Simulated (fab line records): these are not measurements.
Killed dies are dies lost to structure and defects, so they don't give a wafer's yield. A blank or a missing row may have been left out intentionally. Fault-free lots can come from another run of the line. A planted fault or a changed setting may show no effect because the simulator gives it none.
The tool behind it: which one?	flow n5Finfet	Sampling: 11 lots, 28 wafers, 5 of 1938 route steps

== WHAT THE GAUGES SHOWED, per wafer ==
N5_WELL_APT_OVL_MEAS_09. Usual: NWELL_OVL typically reads -2 nm, with standard deviation 4.6.
lot	measured	on	NWELL_OVL (nm)	flag
L539	day 1 13:53	overlay-02	-4 4 -2	
L540	day 1 19:53	overlay-01	0 -1 1	
L541	day 2 02:10	overlay-01	3 7 4	
L542	day 2 07:43	overlay-01	1 -1 7	
L544	day 2 19:50	overlay-02	0 -3	
L548	day 3 19:43	overlay-01	-7 -3	
L557	day 6 01:43	overlay-02	-2 -8	
L558	day 6 07:47	overlay-01	-5 -5 -6	
L560	day 6 19:43	overlay-01	-2 1	
L561	day 7 01:50	overlay-01	-4 0	
L562	day 7 07:58	overlay-02	-5 -3 -3	

N5_WELL_APT_INSPECT_10: inspects for defects (macro). Usual: rawDefectCount reads 2.0 (standard deviation 1.4).
lot	measured	on	rawDefectCount	flag
L539	day 1 13:55	defectInspect-02	3 3 4	
L540	day 1 19:55	defectInspect-01	1 1 0	
L541	day 2 02:11	defectInspect-02	0 4 4	
L542	day 2 07:44	defectInspect-02	4 3 0	
L544	day 2 19:52	defectInspect-02	0 2	
L548	day 3 19:44	defectInspect-02	1 4	
L557	day 6 01:44	defectInspect-02	4 4	
L558	day 6 07:49	defectInspect-01	2 2 1	
L560	day 6 19:44	defectInspect-01	6 1	
L561	day 7 01:52	defectInspect-02	2 1	
L562	day 7 08:00	defectInspect-01	2 3 2	

N5_BEOL_M4_RC_MEAS_101. Usual: DIBL_N 36.2 mV/V, standard deviation 2.2; DIBL_P 36.5 mV/V, standard deviation 3; IOFF_N 0.16 nA/um, standard deviation 0.039; IOFF_P 0.22 nA/um, standard deviation 0.047; ION_N 675 uA/um, standard deviation 15; ION_P 463 uA/um, standard deviation 10; SS_N 71.6 mV/dec, standard deviation 0.71; SS_P 73.4 mV/dec, standard deviation 0.94; VT_N 250 mV, standard deviation 3.6; VT_P -250 mV, standard deviation 3.9.
lot	measured	on	DIBL_N (mV/V)	DIBL_P (mV/V)	IOFF_N (nA/um)	IOFF_P (nA/um)	ION_N (uA/um)	ION_P (uA/um)	SS_N (mV/dec)	SS_P (mV/dec)	VT_N (mV)	VT_P (mV)	flag
L539	day 7 17:24	prober-01	32.5 36.8 35.2	32.4 37.7 36.3	0.11 0.20 0.17	0.16 0.25 0.22	650 690 677	452 468 463	70.7 71.8 71.6	72.4 74.1 72.6	252 241 247	-253 -249 -248	
L540	day 7 23:32	prober-01	36.4 34.3 34.3	33.6 31.7 31.1	0.14 0.12 0.12	0.17 0.16 0.14	661 666 654	450 458 450	71.7 71.3 71.8	72.8 72.0 72.2	251 249 251	-255 -254 -253	
L541	day 8 01:12	prober-02	35.0 34.3 33.8	34.9 32.9 33.2	0.13 0.11 0.13	0.22 0.16 0.18	644 654 670	451 455 464	71.5 70.7 70.5	73.5 72.8 73.0	255 255 250	-250 -253 -250	
L542	day 8 07:55	prober-02	35.7 41.1 35.3	35.8 42.1 35.4	0.14 0.26 0.14	0.18 0.29 0.18	668 694 658	451 470 455	71.3 73.5 71.3	74.0 75.4 73.2	251 245 252	-253 -249 -255	
L544	day 8 21:31	prober-01	35.3 37.7	35.3 37.4	0.14 0.18	0.23 0.25	661 690	461 473	70.6 71.3	73.4 72.9	249 246	-245 -245	
L548	day 10 07:10	prober-02	36.6 38.3	39.1 40.2	0.15 0.21	0.20 0.20	676 686	455 452	71.8 72.0	74.3 73.9	252 246	-254 -253	
L557	day 12 21:07	prober-02	35.0 40.5	32.9 40.7	0.14 0.26	0.19 0.32	659 702	457 479	71.0 73.5	71.6 74.1	251 244	-249 -242	
L558	day 13 01:37	prober-02	32.2 35.6 36.5	32.2 35.7 37.0	0.12 0.16 0.18	0.19 0.24 0.29	669 678 686	476 466 475	70.6 71.2 71.6	71.6 72.7 73.8	251 248 244	-247 -244 -240	
L560	day 13 01:31	prober-01	37.0 37.9	38.9 40.3	0.16 0.17	0.22 0.23	673 672	455 460	71.2 72.0	73.2 73.9	251 251	-252 -250	
L561	day 14 05:14	prober-02	42.3 34.6	42.9 33.3	0.26 0.12	0.34 0.16	684 661	467 457	72.5 70.7	76.7 73.3	247 254	-246 -255	
L562	day 14 09:05	prober-01	34.2 36.0 32.6	36.4 37.1 33.2	0.15 0.18 0.12	0.21 0.22 0.17	678 682 665	460 462 457	71.5 71.9 71.3	74.1 73.2 72.6	248 246 251	-249 -250 -254	

== WHAT TOOL EACH LOT RAN ON (gives the tool, then ch and the chambers of the sampled wafers, and finally the start) ==
lot	N5_WELL_APT_RTA_34	N5_PMOS_HMC_CHANNEL_EPI_HM_DEP_34
L539	rtpAnneal-01 ch 0, day 1 16:04	pecvd-03 ch 0,1,2, day 1 16:58
L540	rtpAnneal-01 ch 0, day 1 22:03	pecvd-02 ch 0,2, day 1 22:56
L541	rtpAnneal-02 ch 0, day 2 04:12	pecvd-04 ch 0,1, day 2 05:07
L542	rtpAnneal-01 ch 0, day 2 10:06	pecvd-02 ch 0,1,2, day 2 11:10
L544	rtpAnneal-01 ch 0, day 2 22:02	pecvd-04 ch 0,1, day 2 23:46
L548	rtpAnneal-01 ch 0, day 3 22:15	pecvd-04 ch 0, day 3 23:23
L557	rtpAnneal-01 ch 0, day 6 03:54	pecvd-03 ch 0, day 6 04:49
L558	rtpAnneal-02 ch 0, day 6 09:46	pecvd-02 ch 0,1,2, day 6 10:52
L560	rtpAnneal-01 ch 0, day 6 22:35	pecvd-03 ch 1,2, day 6 23:55
L561	rtpAnneal-01 ch 0, day 7 04:00	pecvd-03 ch 1,2, day 7 05:02
L562	rtpAnneal-01 ch 0, day 7 10:01	pecvd-02 ch 0,1,2, day 7 11:08
- N5_WELL_APT_RTA_34: time 10 s.
- N5_PMOS_HMC_CHANNEL_EPI_HM_DEP_34: deposits SiO2 from TEOS/O2, target thk 36 nm, time 6.9 s.

== AS READ BY THE TOOLS THEMSELVES (means over the sampled wafers that have a number; for cases with no such wafer, the mark the record gives instead) ==
N5_WELL_APT_RTA_34. Usual: lampPowerPct 13.01 %, standard deviation 0.047; lamp_zone_1_pct 13.00 %, standard deviation 0.033; lamp_zone_2_pct 12.99 %, standard deviation 0.034; lamp_zone_3_pct 12.99 %, standard deviation 0.031; lamp_zone_4_pct 12.99 %, standard deviation 0.031; lamp_zone_5_pct 12.99 %, standard deviation 0.032; lamp_zone_6_pct 12.93 %, standard deviation 0.032; lamp_zone_7_pct 13.424 %, standard deviation 0.029; wafer_temp_C_max 1003.5, standard deviation 1.2.
lot	tool	lampPowerPct (%)	lamp_zone_1_pct (%)	lamp_zone_2_pct (%)	lamp_zone_3_pct (%)	lamp_zone_4_pct (%)	lamp_zone_5_pct (%)	lamp_zone_6_pct (%)	lamp_zone_7_pct (%)	wafer_temp_C_max	flag
L539	rtpAnneal-01	12.96	12.99	12.99	12.98	12.99	13.01	12.90	13.406	1003.9	
L540	rtpAnneal-01	12.96	13.00	12.98	12.99	12.96	12.96	12.95	13.442	1003.7	
L541	rtpAnneal-02	13.08	12.97	12.99	13.00	13.01	12.99	12.95	13.440	1004.6	
L542	rtpAnneal-01	13.08	13.05	13.11	13.07	13.07	13.07	12.99	13.512	1004.9	OFF
L544	rtpAnneal-01	13.14	13.16	13.11	13.14	13.13	13.08	13.04	13.520	1004.0	OFF
L548	rtpAnneal-01	13.24	13.27	13.24	13.21	13.22	13.23	13.18	13.683	1004.0	OFF
L557	rtpAnneal-01	13.00	13.00	13.00	12.98	13.01	13.00	12.92	13.423	1004.4	
L558	rtpAnneal-02	13.01	12.98	12.98	12.98	13.03	13.01	12.91	13.409	1004.2	
L560	rtpAnneal-01	13.00	12.98	13.04	12.98	12.96	13.00	12.88	13.428	1002.0	
L561	rtpAnneal-01	13.03	12.97	12.99	13.00	12.96	13.00	12.91	13.433	1003.6	
L562	rtpAnneal-01	12.96	12.98	12.99	12.99	12.99	13.00	12.93	13.410	1003.2	

N5_PMOS_HMC_CHANNEL_EPI_HM_DEP_34. Usual: chamberPressureTorr 6.498 Torr, standard deviation 0.014; heaterPowerW 554 W, standard deviation 59; rfFwdPowerW 884 W, standard deviation 4.5; showerheadPlenumPTorr 8.35 Torr, standard deviation 0.039; throttleValvePct 18.3 %, standard deviation 0.84.
lot	tool	chamberPressureTorr (Torr)	heaterPowerW (W)	rfFwdPowerW (W)	showerheadPlenumPTorr (Torr)	throttleValvePct (%)	flag
L539	pecvd-03	6.509	555	883	8.40	18.3	
L540	pecvd-02	6.489	562	885	8.31	18.6	
L541	pecvd-04	6.505	504	885	8.31	17.6	
L542	pecvd-02	6.492	597	883	8.34	18.9	
L544	pecvd-04	6.508	556	885	8.29	17.6	
L548	pecvd-04	6.508	525	888	8.31	17.5	
L557	pecvd-03	6.500	545	886	8.40	18.4	
L558	pecvd-02	6.495	559	881	8.34	19.0	
L560	pecvd-03	6.494	555	881	8.36	18.1	
L561	pecvd-03	6.502	502	884	8.39	18.2	
L562	pecvd-02	6.498	588	886	8.33	18.9	

== THE ANSWER, worked out from the rows above alone ==
Rule: lot off if the mean of its wafers having a number is beyond 3 standard deviations from the usual mean. A lot without any number at a reading at which 4 lots or more have one is off too. All remaining lots with rows at the step are treated as sound. First the gauges in route order, then the tools' own readings, where a lot's mean is used as printed above. The first step at which some lot is off is used, and at that step the reading that is off furthest; a lot without a number counts as furthest.
Off at N5_WELL_APT_RTA_34 (lamp_zone_7_pct): L542, L544, L548.
If a tool, at that step or one of the process steps before it, ran each lot that is off and ran no sound lot following the first of them, it fits. Of those tried, none fits.

== WHAT THE SIMULATOR PUT IN ==
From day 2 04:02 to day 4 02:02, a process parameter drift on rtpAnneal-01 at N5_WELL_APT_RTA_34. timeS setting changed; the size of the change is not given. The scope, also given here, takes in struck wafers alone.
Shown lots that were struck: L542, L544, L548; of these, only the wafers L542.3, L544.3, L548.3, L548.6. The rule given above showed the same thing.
